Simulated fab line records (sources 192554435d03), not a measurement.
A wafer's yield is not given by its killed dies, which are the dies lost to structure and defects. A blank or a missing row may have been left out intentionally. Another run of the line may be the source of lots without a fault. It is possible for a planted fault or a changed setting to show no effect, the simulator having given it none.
Struck lot and sound lot, side by side + flow n5-finfet + 16 steps out of a route of 1938
Sound: wafers L785.1, L785.5, L785.6. Wafers struck: L779.2, L779.4, L779.6. The cause is given at the end.
Per side, at each step with rows, come the tool, then ch with its chambers, and then its first start. Under that, the readings that differ: sound wafers + struck wafers + difference of the means + sigmas: that difference in standard deviations of wafers without a fault.
alike: a reading whose means differ by less than 2 such deviations, as well as words and numbers matching on both sides. not compared: withheld readings; readings where some wafer has no value; bounds like >300 that might hide an equal value; numbers whose values overlap and for which the record gives no deviation.
A row with sigmas, a row that says differs or no value, or rows on one side alone: a step with any of these is where the two part. When numbers do not overlap yet have no deviation, they are printed without sigmas and do not part them. A reading that every wafer of one side lacks parts them only if that side has two wafers or more.

N5_GATE_CUT_OVL_MEAS_14:
  sound on overlay-01 ch 0, day 9 11:17; struck on overlay-01 ch 0, day 8 00:02
  alike: GATE_CUT_OVL
N5_GATE_CUT_INSPECT_15: inspects for defects (brightfield).
  sound: defect-inspect-02 at day 9 11:21; struck: defect-inspect-01 at day 8 00:05
  alike: raw-defect-count
N5_GATE_CUT_DESCUM_18: chemistry O2, time 7 s.
  sound on rie-diel-06 ch 0,1, day 9 11:23; struck on rie-diel-06 ch 1,2, day 8 00:14
  alike: drypump-motor-current-A, oes-product-au, rf-vpp-V, showerhead-plenum-p-Torr, throttle-valve-pct
  not compared: rf-hours-counter-h
then, 1 step without rows for these wafers: N5_GATE_CUT_ETCH_28 (etches underlayer in N2/H2, target depth 13 nm, time 10.4 s).
N5_GATE_CUT_ETCH_36: etches SiARC in CF4, target depth 13 nm, time 21.7 s.
  sound on rie-diel-06 ch 0,1, day 9 11:26; struck on rie-diel-06 ch 1,2, day 8 00:17
  alike: drypump-motor-current-A, etch-rf-on-time-s, oes-product-au, rf-fwd-power-W, rf-vpp-V, showerhead-plenum-p-Torr, throttle-valve-pct
  not compared: rf-hours-counter-h
then, 3 steps without rows for these wafers: N5_GATE_CUT_ETCH_37 (etches SOC in N2/H2, target depth 60 nm, overetch 12 nm, time 90 s); N5_GATE_CUT_STRIP_38 (strips in N2/H2); N5_GATE_CUT_STRIP_39 (strips in N2/H2).
N5_GATE_CUT_HM_OPEN_40: chemistry C4F6/O2, target SiO2, target depth 139 nm, time 85.1 s.
  sound on rie-diel-06 ch 0,1, day 9 11:33; struck on rie-diel-06 ch 1,2, day 8 00:24
  alike: drypump-motor-current-A, etch-rf-on-time-s, oes-product-au, rf-vpp-V, showerhead-plenum-p-Torr, throttle-valve-pct
  not compared: rf-hours-counter-h
N5_GATE_CUT_STRIP_41: strips in CF4.
  sound on rie-diel-06 ch 0,1, day 9 11:37; struck on rie-diel-06 ch 1,2, day 8 00:28
  alike: drypump-motor-current-A, oes-product-au, rf-vpp-V, showerhead-plenum-p-Torr, throttle-valve-pct
  not compared: rf-hours-counter-h
then, 2 steps without rows for these wafers: N5_GATE_CUT_STRIP_42 (strips in O2); N5_GATE_CUT_ETCH_19 (etches SiNx in CH3F/O2, target depth 53.7 nm, time 76.7 s).
N5_GATE_CUT_CUT_ETCH_53: etches W in SF6/Cl2, target depth 79.2 nm.
  sound on rie-metal-01 ch 0,1, day 9 11:47; struck on rie-metal-02 ch 0, day 8 00:38
| reading                | sound             | struck            | difference | sigmas |
|------------------------|-------------------|-------------------|------------|--------|
| etch-rf-on-time-s (s)  | 26.5 26.1 26.5    | 33.3 33.4 33.5    | +7.0       | +20    |
| rf-fwd-power-W (W)     | 874.7 874.7 875.1 | 662.0 665.8 659.4 | -212.4     | -82    |
| throttle-valve-pct (%) | 29.28 29.28 29.16 | 28.72 28.70 28.71 | -0.53      | -2     |
  alike: drypump-motor-current-A, oes-product-au
  not compared: rf-hours-counter-h
N5_GATE_CUT_CUT_ETCH_54: etches TiN in Cl2/BCl3, target depth 96.7 nm.
  sound on rie-metal-01 ch 0,1, day 9 11:50; struck on rie-metal-02 ch 0, day 8 00:41
  alike: drypump-motor-current-A, etch-rf-on-time-s, oes-product-au, rf-fwd-power-W, throttle-valve-pct
  not compared: rf-hours-counter-h
-- a jump in the record: the struck wafers' starts before and after are 4 days apart (it breaks off in module GATE_CUT and resumes in module BEOL_M4, where the first step shown is number 1111 of the route) --
N5_BEOL_M4_RC_MEAS_101:
  sound on prober-02 ch 0, day 12 18:07; struck on prober-02 ch 0, day 11 18:56
| reading        | sound             | struck            | difference | sigmas |
|----------------|-------------------|-------------------|------------|--------|
| DIBL_N (mV/V)  | 34.8 34.5 34.7    | 37.3 39.0 37.0    | +3.1       | +2     |
| IOFF_N (nA/um) | 0.133 0.137 0.135 | 0.175 0.220 0.173 | +0.054     | +2     |
| IOFF_P (nA/um) | 0.17 0.17 0.16    | 0.24 0.30 0.25    | +0.10      | +3     |
| ION_P (uA/um)  | 451 450 451       | 470 478 471       | +22        | +3     |
| VT_P (mV)      | -255 -252 -258    | -247 -245 -246    | +9         | +3     |
  alike: DIBL_P, ION_N, SS_N, SS_P, VT_N
N5_PASSIVATION_PROBE_49:
  sound wafers here have rows in the record (prober-02, day 16 22:59); struck ones have none

## WHERE THEY PART
Earliest at N5_GATE_CUT_CUT_ETCH_53; latest, in this record, at N5_PASSIVATION_PROBE_49.

WHY: whatever the simulator had introduced
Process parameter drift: rie-metal-02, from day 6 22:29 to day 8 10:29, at N5_GATE_CUT_CUT_ETCH_53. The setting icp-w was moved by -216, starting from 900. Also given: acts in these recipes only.
